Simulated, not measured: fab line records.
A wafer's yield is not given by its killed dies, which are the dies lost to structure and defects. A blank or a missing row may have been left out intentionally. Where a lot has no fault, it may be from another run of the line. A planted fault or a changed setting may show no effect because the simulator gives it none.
Split-lot study	flow n5-finfet	route with 1938 steps; 7 lots, 21 wafers read

THE SPLIT ITSELF
At N5_BEOL_M3_EXPOSE_25 (exposes mask V2, defocus 5 nm), the setting dose-mj was moved away from the recipe's 63 on 6 of the 21 wafers read, by -6.6% to +4.5%. For the rest of the wafers, this setting stayed at what the recipe calls for.

FROM THE SPLIT TO THE READING: what the file shows between them, 2 steps
- N5_BEOL_M3_PEB_26: peb time 60 s
- N5_BEOL_M3_DEVELOP_27: develop time 30 s

THE READING
cd-nm, in nm, at N5_BEOL_M3_CD_MEAS_28 (target cd 25.7 nm, target cd y 23.3 nm). Typical for fault-free wafers on this fab line: 25.70 nm, with standard deviation 0.23 nm.

wafer	tool, chamber at the split	dose-mj as run	against the recipe	cd-nm, nm	against lot-mates on the recipe
L074.1	euv-scanner-01, 0	63	recipe	25.64	-
L074.2	euv-scanner-01, 0	63	recipe	25.61	-
L074.5	euv-scanner-01, 0	63	recipe	25.73	-
L081.1	euv-scanner-02, 0	63	recipe	26.01	-
L081.5	euv-scanner-02, 0	63	recipe	26.05	-
L081.6	euv-scanner-02, 0	63	recipe	25.75	-
L089.3	euv-scanner-01, 0	63	recipe	25.72	-
L089.5	euv-scanner-01, 0	59.15	-6.1%	24.64	-1.02
L089.6	euv-scanner-01, 0	63	recipe	25.60	-
L090.1	euv-scanner-02, 0	63	recipe	25.97	-
L090.2	euv-scanner-02, 0	63	recipe	26.05	-
L090.4	euv-scanner-02, 0	58.84	-6.6%	24.82	-1.19
L091.2	euv-scanner-02, 0	63	recipe	25.33	-
L091.3	euv-scanner-02, 0	61.4	-2.5%	25.12	-0.21
L091.4	euv-scanner-02, 0	61.4	-2.5%	25.15	-0.18
L093.1	euv-scanner-01, 0	63	recipe	25.88	-
L093.3	euv-scanner-01, 0	63	recipe	25.86	-
L093.4	euv-scanner-01, 0	65.83	+4.5%	26.68	+0.81
L096.2	euv-scanner-02, 0	63	recipe	25.68	-
L096.3	euv-scanner-02, 0	64.62	+2.6%	26.24	+0.61
L096.5	euv-scanner-02, 0	63	recipe	25.58	-

FIT RESULTS
A straight line over all 21 wafers: cd-nm changes by +0.179 nm for each +1% of dose-mj; r = +0.92; the points scatter about the line by 0.19 nm.
The same after taking each lot's own level away (the mean of its wafers on the recipe; 21 wafers): +0.171 nm for each +1%; r = +0.97; scatter 0.1 nm.
That fit puts the effect of the largest move of dose-mj on the reading at 1.1 nm.
The lots' own levels span 25.330 to 26.010 nm, that is 3.0 times the standard deviation above.
Hence the lot-to-lot level has little effect on the slope; both slopes agree.
Check: -1.04 nm against its lot-mates is what the line predicts for one of the wafers moved furthest among these (-6.6%) when that wafer is left out of the fit. It came out at -1.19 nm against them.

THE FILE'S OWN FIT
cd-nm changes by +0.174 nm for each +1% of dose-mj, r = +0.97.
